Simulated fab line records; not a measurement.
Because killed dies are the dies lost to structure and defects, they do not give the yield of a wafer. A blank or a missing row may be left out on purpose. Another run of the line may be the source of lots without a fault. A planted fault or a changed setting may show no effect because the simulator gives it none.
fab line records | flow n5Finfet
[record] lots = 12 | wafers = 33 | lastDay = 16
route steps=1938 shown BEOL_M14@1762 BEOL_M15@1776 PASSIVATION@1936
lots that met no fault: from a run of the same line without faults
startH: hours from the record's first day to the start of the lot's first wafer shown | waitH: hours elapsed since this lot's preceding step | " the same as in the row above | L1.1+2: a single row standing in for several wafers | - value missing, or start not given | * or withheld: withheld | < > ~ a bound
route shown NAME@n: a module of which the file shows steps, and the number in the route of the first | usual: mean/standard deviation taken from wafers without a fault | same: alike in all rows | chamber/n: place in a boat | sites: the reading at each site | _std_site: their standard deviation | _edge_site: inner sites' mean taken away from outer sites' mean | radiusMm: how far each site lies from the wafer's centre | mask NAME#n: copy n | behind: the last tool/chamber to shape the wafer | hold: reason for holding the lot/hours on hold/outcome of the hold | device: the n, p or np transistor that did not switch | end of line: the same wafers' tests at the end of the route | where a step has no rows: the recipe by itself | killed: count of dies lost to structure and defects at first sort (not the wafer's yield) | map: the dies of a wafer, with x for killed, . for not killed, _ for no die there
set.NAME: the run value of the setting; set.NAME@STEP: its run value at that earlier step | model.NAME: the simulator's own value behind a step, which no gauge read
one table for each step of the route and one row for each wafer, over a sample of lots
services: from which hour (startH, from the record's first day; less than 0 if before it) a tool's chamber was out of use, for how many hours, and why
[[steps]]
[step N5_BEOL_M14_SPUTTER_43]
[recipe] material = TaN | targetThkA = 150 | tempC = 50 | biasV = 168.6 | powerW = 15000 | chamberPressurePa = 0.12 | timeS = 24.19
[usual] throttleValvePct = 30.6/0.92
lot.wafer | tool          | chamber | startH | waitH | throttleValvePct
L805.2    | pvdSputter-02 | -       | 267.88 | 0.0   | 32.5
L805.3    | "             | -       | "      | "     | 30.4
L805.5    | "             | -       | "      | "     | 30.6
L804.3    | pvdSputter-01 | -       | 281.15 | 0.0   | 29.5
L804.4    | "             | -       | "      | "     | 30.2
L804.5    | "             | -       | "      | "     | 30.5
L806.1    | pvdSputter-02 | -       | 282.58 | 0.0   | 31.3
L806.2    | "             | -       | "      | "     | 30.6
L806.4    | "             | -       | "      | "     | 29.8
L808.2    | pvdSputter-02 | -       | 294.61 | 0.0   | 30.7
L808.3    | "             | -       | "      | "     | 32.6
L808.6    | "             | -       | "      | "     | 30.9
L809.2    | pvdSputter-02 | -       | 295.01 | 0.0   | 29.4
L809.3    | "             | -       | "      | "     | 30.5
L809.4    | "             | -       | "      | "     | 31.4
L812.1    | pvdSputter-01 | -       | 303.08 | 0.0   | 29.8
L812.6    | "             | -       | "      | "     | 30.5
L813.4    | pvdSputter-01 | -       | 325.32 | 0.0   | 29.6
L813.5    | "             | -       | "      | "     | 29.8
L813.6    | "             | -       | "      | "     | 30.0
L815.1    | pvdSputter-03 | -       | 339.30 | 0.0   | 30.8
L815.4    | "             | -       | "      | "     | 31.5
L815.5    | "             | -       | "      | "     | 30.7
L817.1    | pvdSputter-02 | -       | 349.49 | 0.0   | 31.5
L817.2    | "             | -       | "      | "     | 30.6
L817.3    | "             | -       | "      | "     | 29.4
L820.1    | pvdSputter-01 | -       | 359.79 | 0.0   | 29.5
L820.2    | "             | -       | "      | "     | 30.6
L822.1    | pvdSputter-03 | -       | 363.56 | 0.0   | 30.4
L822.4    | "             | -       | "      | "     | 31.6
L822.5    | "             | -       | "      | "     | 31.9
L823.4    | pvdSputter-01 | -       | 365.35 | 0.0   | 30.0
L823.6    | "             | -       | "      | "     | 30.4
[step N5_BEOL_M14_INSPECT_55]
[recipe] inspectInstrument = darkfield | mode = postDep
[usual] rawDefectCount = 73/25
lot.wafer | tool             | chamber | startH | waitH | rawDefectCount
L805.2    | defectInspect-02 | -       | 269.09 | 0.0   | 59
L805.3    | "                | -       | "      | "     | 47
L805.5    | "                | -       | "      | "     | 44
L804.3    | defectInspect-01 | -       | 282.37 | 0.0   | 76
L804.4    | "                | -       | "      | "     | 65
L804.5    | "                | -       | "      | "     | 98
L806.1    | defectInspect-02 | -       | 283.87 | 0.0   | 43
L806.2    | "                | -       | "      | "     | 52
L806.4    | "                | -       | "      | "     | 49
L808.2    | defectInspect-01 | -       | 295.89 | 0.0   | 98
L808.3    | "                | -       | "      | "     | 59
L808.6    | "                | -       | "      | "     | 88
L809.2    | defectInspect-02 | -       | 296.23 | 0.0   | 112
L809.3    | "                | -       | "      | "     | 64
L809.4    | "                | -       | "      | "     | 119
L812.1    | defectInspect-01 | -       | 304.74 | 0.0   | 77
L812.6    | "                | -       | "      | "     | 71
L813.4    | defectInspect-02 | -       | 326.50 | 0.0   | 57
L813.5    | "                | -       | "      | "     | 99
L813.6    | "                | -       | "      | "     | 131
L815.1    | defectInspect-01 | -       | 340.56 | 0.0   | 50
L815.4    | "                | -       | "      | "     | 94
L815.5    | "                | -       | "      | "     | 64
L817.1    | defectInspect-01 | -       | 350.70 | 0.0   | 102
L817.2    | "                | -       | "      | "     | 136
L817.3    | "                | -       | "      | "     | 45
L820.1    | defectInspect-02 | -       | 361.00 | 0.0   | 56
L820.2    | "                | -       | "      | "     | 91
L822.1    | defectInspect-01 | -       | 365.15 | 0.0   | 49
L822.4    | "                | -       | "      | "     | 35
L822.5    | "                | -       | "      | "     | 47
L823.4    | defectInspect-02 | -       | 366.56 | 0.0   | 69
L823.6    | "                | -       | "      | "     | 96
[step N5_BEOL_M15_COAT_04]
[recipe] spinRpm = 1704 | resistThkNm = 800
[usual] exhaustPa = 45.0/0.86 | spinSpeedRpm = 1704.2/1.1
lot.wafer | tool          | chamber | startH | waitH | exhaustPa | spinSpeedRpm
L805.2    | lithoTrack-03 | 0       | 269.41 | -     | 45.5      | 1705.5
L805.3    | "             | 0       | "      | "     | 45.3      | 1703.5
L805.5    | "             | 0       | "      | "     | 45.9      | 1704.3
L804.3    | lithoTrack-04 | 0       | 282.69 | -     | 44.2      | 1703.6
L804.4    | "             | 0       | "      | "     | 44.5      | 1704.9
L804.5    | "             | 0       | "      | "     | 44.6      | 1704.2
L806.1    | lithoTrack-04 | 0       | 284.19 | -     | 45.0      | 1703.3
L806.2    | "             | 0       | "      | "     | 45.4      | 1704.6
L806.4    | "             | 0       | "      | "     | 44.5      | 1703.4
L808.2    | lithoTrack-04 | 0       | 296.21 | -     | 46.6      | 1704.9
L808.3    | "             | 0       | "      | "     | 45.3      | 1704.3
L808.6    | "             | 0       | "      | "     | 46.7      | 1705.3
L809.2    | lithoTrack-05 | 0       | 296.55 | -     | 44.7      | 1703.1
L809.3    | "             | 0       | "      | "     | 45.5      | 1704.4
L809.4    | "             | 0       | "      | "     | 44.4      | 1705.6
L812.1    | lithoTrack-04 | 0       | 305.06 | -     | 43.8      | 1703.1
L812.6    | "             | 0       | "      | "     | 44.0      | 1703.5
L813.4    | lithoTrack-03 | 0       | 326.82 | -     | 46.0      | 1703.0
L813.5    | "             | 0       | "      | "     | 44.2      | 1702.8
L813.6    | "             | 0       | "      | "     | 45.2      | 1705.4
L815.1    | lithoTrack-04 | 0       | 340.88 | -     | 44.8      | 1964.5
L815.4    | "             | 0       | "      | "     | 45.8      | 1965.0
L815.5    | "             | 0       | "      | "     | 44.5      | 1963.7
L817.1    | lithoTrack-04 | 0       | 351.02 | -     | 45.4      | 1964.9
L817.2    | "             | 0       | "      | "     | 45.4      | 1962.9
L817.3    | "             | 0       | "      | "     | 44.2      | 1963.5
L820.1    | lithoTrack-05 | 0       | 361.33 | -     | 44.0      | 1705.0
L820.2    | "             | 0       | "      | "     | 45.2      | 1703.8
L822.1    | lithoTrack-05 | 0       | 365.47 | -     | 46.4      | 1704.8
L822.4    | "             | 0       | "      | "     | 44.9      | 1705.2
L822.5    | "             | 0       | "      | "     | 44.1      | 1705.3
L823.4    | lithoTrack-05 | 0       | 366.89 | -     | 43.6      | 1704.8
L823.6    | "             | 0       | "      | "     | 43.8      | 1703.9
[step N5_BEOL_M15_DESCUM_15]
[recipe] chemistry = O2 | timeS = 7.9 | sourcePowerW = 50 | biasPowerW = 20 | pressureMtorr = 20 | rfFrequencyHz = 2.712e+07 | tempC = 40 | o2FlowSccm = 225
[usual] drypumpMotorCurrentA = 5.6/0.43 | oesProductAu = 0.81/0.081 | rfVppV = 242.4/1.4 | showerheadPlenumPTorr = 2.04/0.077 | throttleValvePct = 20.41/0.26
lot.wafer | tool       | chamber | startH | waitH | drypumpMotorCurrentA | oesProductAu | rfHoursCounterH | rfVppV | showerheadPlenumPTorr | throttleValvePct
L805.2    | rieDiel-02 | 0       | 269.77 | 0.0   | 5.0                  | 0.77         | 174             | 239.8  | 1.92                  | 20.60
L805.3    | "          | 0       | "      | "     | 5.0                  | 0.77         | -               | 242.0  | 1.92                  | 20.60
L805.5    | "          | 1       | "      | "     | 5.2                  | 0.86         | -               | 241.3  | 2.04                  | 20.09
L804.3    | rieDiel-02 | 1       | 283.29 | 0.3   | 5.2                  | 0.86         | 55              | 242.9  | 2.04                  | 20.10
L804.4    | "          | 0       | "      | "     | 5.0                  | 0.76         | -               | 240.0  | 1.92                  | 20.60
L804.5    | "          | 3       | "      | "     | 5.5                  | 0.70         | -               | 243.2  | 2.09                  | 20.56
L806.1    | rieDiel-03 | 2       | 284.63 | 0.1   | 5.7                  | 0.82         | 85              | 244.2  | 2.11                  | 20.43
L806.2    | "          | 0       | "      | "     | 5.4                  | 0.69         | 213             | 242.4  | 2.09                  | 21.04
L806.4    | "          | 3       | "      | "     | 6.3                  | 0.78         | 132             | 245.2  | 2.18                  | 20.49
L808.2    | rieDiel-04 | 0       | 296.57 | 0.0   | 6.3                  | 0.75         | 148             | 240.6  | 1.93                  | 20.59
L808.3    | "          | 2       | "      | "     | 5.5                  | 0.91         | 28              | 242.6  | 2.16                  | 20.52
L808.6    | "          | 2       | "      | "     | 5.5                  | 0.91         | -               | 244.4  | 2.16                  | 20.51
L809.2    | rieDiel-02 | 3       | 296.91 | 0.0   | 5.4                  | 0.71         | 197             | 244.5  | 2.09                  | 20.57
L809.3    | "          | 0       | "      | "     | 5.0                  | 0.76         | 184             | 239.9  | 1.92                  | 20.62
L809.4    | "          | 1       | "      | "     | 5.2                  | 0.85         | 60              | 242.8  | 2.04                  | 20.12
L812.1    | rieDiel-02 | 2       | 305.60 | 0.1   | 5.7                  | 0.97         | 7               | 242.2  | 2.04                  | 20.02
L812.6    | "          | 1       | "      | "     | 5.2                  | 0.85         | -               | 241.1  | 2.04                  | 20.11
L813.4    | rieDiel-02 | 2       | 327.18 | 0.0   | 5.8                  | 0.94         | 14              | 242.7  | 2.04                  | 20.00
L813.5    | "          | 1       | "      | "     | 5.2                  | 0.83         | -               | 242.2  | 2.04                  | 20.12
L813.6    | "          | 2       | "      | "     | 5.8                  | 0.94         | -               | 242.1  | 2.04                  | 20.01
L815.1    | rieDiel-02 | 3       | 341.58 | 0.2   | 5.4                  | 0.69         | 210             | 241.5  | 2.08                  | 20.59
L815.4    | "          | 2       | "      | "     | 5.8                  | 0.95         | 17              | 242.0  | 2.04                  | 20.03
L815.5    | "          | 2       | "      | "     | 5.8                  | 0.94         | -               | 243.4  | 2.04                  | 20.02
L817.1    | rieDiel-03 | 0       | 351.38 | 0.0   | 5.4                  | 0.68         | 235             | 243.0  | 2.09                  | 21.08
L817.2    | "          | 2       | "      | "     | 5.7                  | 0.78         | 108             | 242.5  | 2.10                  | 20.45
L817.3    | "          | 1       | "      | "     | 5.8                  | 0.88         | 52              | 242.6  | 2.12                  | 20.32
L820.1    | rieDiel-02 | 1       | 361.68 | 0.0   | 5.2                  | 0.82         | 79              | 244.1  | 2.03                  | 20.12
L820.2    | "          | 3       | "      | "     | 5.4                  | 0.69         | 216             | 242.7  | 2.08                  | 20.60
L822.1    | rieDiel-02 | 0       | 365.84 | 0.0   | 5.0                  | 0.74         | 203             | 239.2  | 1.91                  | 20.64
L822.4    | "          | 3       | "      | "     | 5.5                  | 0.69         | 217             | 242.7  | 2.08                  | 20.59
L822.5    | "          | 3       | "      | "     | 5.5                  | 0.69         | -               | 241.1  | 2.08                  | 20.60
L823.4    | rieDiel-03 | 1       | 367.24 | 0.0   | 5.8                  | 0.86         | 57              | 243.9  | 2.12                  | 20.32
L823.6    | "          | 3       | "      | "     | 6.3                  | 0.76         | -               | 244.4  | 2.18                  | 20.55
[step N5_PASSIVATION_PROBE_49]
[usual] defectLimitedYield = 91.3/1.5 | killed_at_M0_to_M3 = 31/11 | killed_at_M4_up = 14/5.1 | killedAtContacts = 12/5.6 | killedAtFrontEnd = 42/12 | killedAtOther = 3.8/2.9 | killedDies = 103/18 | killedOnRim = 14/4.5 | killedOpen = 67/14 | killedShort = 33/8 | sort_bin_5_function = 5.1/1 | sort_bin_6_memory = 3.2/0.75 | sortNPass = 1077/18 | sortYieldPct = 91.3/1.5
[same] grossDies = 1180 | killedAtBackSide = 0 | sort_bin_4_leakage[%] = 0 | sort_bin_8_speed[%] = 0
lot.wafer | tool      | chamber | startH | waitH | defectLimitedYield[%] | killed_at_M0_to_M3 | killed_at_M4_up | killedAtContacts | killedAtFrontEnd | killedAtOther | killedDies | killedOnRim | killedOpen | killedShort | sort_bin_5_function[%] | sort_bin_6_memory[%] | sortNPass | sortYieldPct[%]
L812.1    | prober-01 | -       | 326.26 | 0.0   | 90.7                  | 34                 | 20              | 15               | 34               | 7             | 110        | 19          | 65         | 42          | 5.2                    | 3.7                  | 1070      | 90.7
L812.6    | prober-01 | -       | 326.51 | 0.3   | 91.8                  | 29                 | 13              | 10               | 44               | 1             | 97         | 8           | 64         | 33          | 4.3                    | 3.5                  | 1083      | 91.8
L813.4    | prober-02 | -       | 349.86 | 2.6   | 93.5                  | 8                  | 12              | 7                | 44               | 6             | 77         | 10          | 45         | 31          | 3.7                    | 2.7                  | 1103      | 93.5
L813.5    | prober-02 | -       | 349.91 | 2.6   | 92.2                  | 14                 | 21              | 4                | 41               | 12            | 92         | 14          | 58         | 30          | 4.2                    | 3.1                  | 1088      | 92.2
L813.6    | prober-02 | -       | 349.96 | 2.7   | 93.1                  | 13                 | 14              | 9                | 42               | 3             | 81         | 6           | 50         | 30          | 3.7                    | 2.9                  | 1099      | 93.1
L815.1    | prober-01 | -       | 364.64 | 0.0   | 92.4                  | 26                 | 9               | 13               | 36               | 6             | 90         | 11          | 53         | 31          | 4.3                    | 2.7                  | 1090      | 92.4
L815.4    | prober-01 | -       | 364.79 | 0.2   | 89.6                  | 40                 | 14              | 7                | 51               | 11            | 123        | 12          | 73         | 40          | 6.3                    | 3.1                  | 1057      | 89.6
L815.5    | prober-01 | -       | 364.84 | 0.2   | 91.7                  | 26                 | 14              | 16               | 34               | 8             | 98         | 13          | 57         | 37          | 4.8                    | 2.9                  | 1082      | 91.7
L817.1    | prober-02 | -       | 374.03 | 0.0   | 89.2                  | 32                 | 11              | 12               | 64               | 8             | 127        | 12          | 82         | 45          | 5.9                    | 4.2                  | 1053      | 89.2
L817.2    | prober-02 | -       | 374.08 | 0.1   | 89.1                  | 23                 | 10              | 17               | 74               | 5             | 129        | 17          | 82         | 45          | 6.8                    | 3.6                  | 1051      | 89.1
L817.3    | prober-02 | -       | 374.13 | 0.1   | 90.4                  | 27                 | 6               | 6                | 66               | 8             | 113        | 22          | 85         | 26          | 5.9                    | 3.2                  | 1067      | 90.4
// killed by level:class
L812.1 MOL_CONTACT_COAG:geometricParticle:open=14 BEOL_M0_SAQP:geometricParticle:short=14 BEOL_M3:geometricParticle:open=7 BEOL_M0_SAQP:geometricParticle:open=6 FIN_SAQP:geometricParticle:short=5 FIN_SAQP:geometricParticle:open=5 STI_FIN_REVEAL:geometricParticle:open=5 BEOL_M5:geometricParticle:open=5
L812.6 STI_FIN_REVEAL:geometricParticle:open=10 MOL_CONTACT_COAG:geometricParticle:open=8 BEOL_M4:geometricParticle:open=8 BEOL_M0_SAQP:geometricParticle:open=7 FIN_SAQP:geometricParticle:open=6 FIN_SAQP:geometricParticle:short=6 GATE_CUT:geometricParticle:short=6 BEOL_M0_SAQP:geometricParticle:short=6
L813.4 FIN_SAQP:geometricParticle:open=8 FIN_SAQP:geometricParticle:short=6 STI_FIN_REVEAL:geometricParticle:open=6 GATE_CUT:geometricParticle:short=6 MOL_CONTACT_COAG:geometricParticle:open=6 DUMMY_GATE:geometricParticle:short=4 DUMMY_GATE:geometricParticle:open=4 BEOL_M5:geometricParticle:open=4
L813.5 FIN_SAQP:geometricParticle:open=8 DUMMY_GATE:geometricParticle:open=8 FIN_SAQP:geometricParticle:short=7 BEOL_M4:geometricParticle:open=7 BEOL_M5:geometricParticle:open=6 PAD_METAL:geometricParticle:short=4 GATE_CUT:geometricParticle:short=3 BEOL_M0_SAQP:geometricParticle:open=3
L813.6 FIN_SAQP:geometricParticle:open=11 FIN_SAQP:geometricParticle:short=9 MOL_CONTACT_COAG:geometricParticle:open=8 DUMMY_GATE:geometricParticle:open=4 BEOL_M1:geometricParticle:open=4 BEOL_M4:geometricParticle:open=4 STI_FIN_REVEAL:geometricParticle:open=3 GATE_CUT:geometricParticle:short=3
L815.1 MOL_CONTACT_COAG:geometricParticle:open=9 FIN_SAQP:geometricParticle:short=6 BEOL_M3:geometricParticle:open=6 GATE_CUT:geometricParticle:short=5 STI_FIN_REVEAL:geometricParticle:open=5 BEOL_M0_SAQP:geometricParticle:open=5 BEOL_M2:geometricParticle:open=5 MOL_CONTACT_COAG:geometricParticle:short=4
L815.4 BEOL_M3:geometricParticle:open=11 STI_FIN_REVEAL:geometricParticle:open=10 BEOL_M0_SAQP:geometricParticle:open=9 BEOL_M0_SAQP:geometricParticle:short=9 HKMG_FIN:areaEtch=9 FIN_SAQP:geometricParticle:short=8 BEOL_M2:geometricParticle:open=7 FIN_SAQP:geometricParticle:open=5
L815.5 MOL_CONTACT_COAG:geometricParticle:open=12 FIN_SAQP:geometricParticle:open=7 BEOL_M3:geometricParticle:open=7 DUMMY_GATE:geometricParticle:open=6 BEOL_M0_SAQP:geometricParticle:open=6 BEOL_M2:geometricParticle:short=6 FIN_SAQP:geometricParticle:short=5 BEOL_M4:geometricParticle:open=5
L817.1 FIN_SAQP:geometricParticle:open=16 STI_FIN_REVEAL:geometricParticle:open=15 FIN_SAQP:geometricParticle:short=10 MOL_CONTACT_COAG:geometricParticle:open=9 BEOL_M1:geometricParticle:open=7 BEOL_M0_SAQP:geometricParticle:short=6 BEOL_M0_SAQP:geometricParticle:open=6 DUMMY_GATE:geometricParticle:open=6
L817.2 FIN_SAQP:geometricParticle:open=29 FIN_SAQP:geometricParticle:short=13 STI_FIN_REVEAL:geometricParticle:open=10 MOL_CONTACT_COAG:geometricParticle:open=9 MOL_CONTACT_COAG:geometricParticle:short=8 DUMMY_GATE:geometricParticle:open=6 BEOL_M1:geometricParticle:open=6 STARTING-WAFER:geometricParticle:short=6
L817.3 STI_FIN_REVEAL:geometricParticle:open=29 FIN_SAQP:geometricParticle:open=16 BEOL_M1:geometricParticle:open=9 FIN_SAQP:geometricParticle:short=7 MOL_CONTACT_COAG:geometricParticle:open=6 BEOL_M0_SAQP:geometricParticle:open=6 BEOL_M0_SAQP:geometricParticle:short=4 BEOL_M2:geometricParticle:open=3
[[services]]
tool          | chamber | startH | hours | kind
lithoTrack-04 | -       | 257.54 | -     | consumableReplace:filter
rieDiel-02    | 0       | 259.82 | 6.2   | repair
rieDiel-02    | 2       | 266.34 | -     | clean
rieDiel-02    | 2       | 266.34 | -     | consumableReplace:focusRing
rieDiel-02    | 2       | 266.34 | 18.4  | scheduledDown
rieDiel-02    | 2       | 266.34 | 18.4  | ventCycle
rieDiel-04    | 2       | 277.56 | 5.6   | repair
rieDiel-03    | 3       | 325.77 | 3.3   | repair
[[key]]
[firstSign] step = N5_BEOL_M15_COAT_04 | reading = spinSpeedRpm | direction = up | sigmas = 99+ | usual = * | struck = *
effect none on later readings
metAt N5_BEOL_M15_COAT_04
struckLots L815,L817
notActingAt N5_BEOL_M14_SPUTTER_43,N5_BEOL_M14_INSPECT_55,N5_BEOL_M15_DESCUM_15
onsetBetween 305.06 340.88
[fault] kind = processParameterDrift | tool = lithoTrack-04 | chamber = - | onsetH = 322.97 | steps = N5_BEOL_M15_COAT_04 | channel = spinRpm | offset = * | shape = step | endH = 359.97 | actsIn = * | stated = *
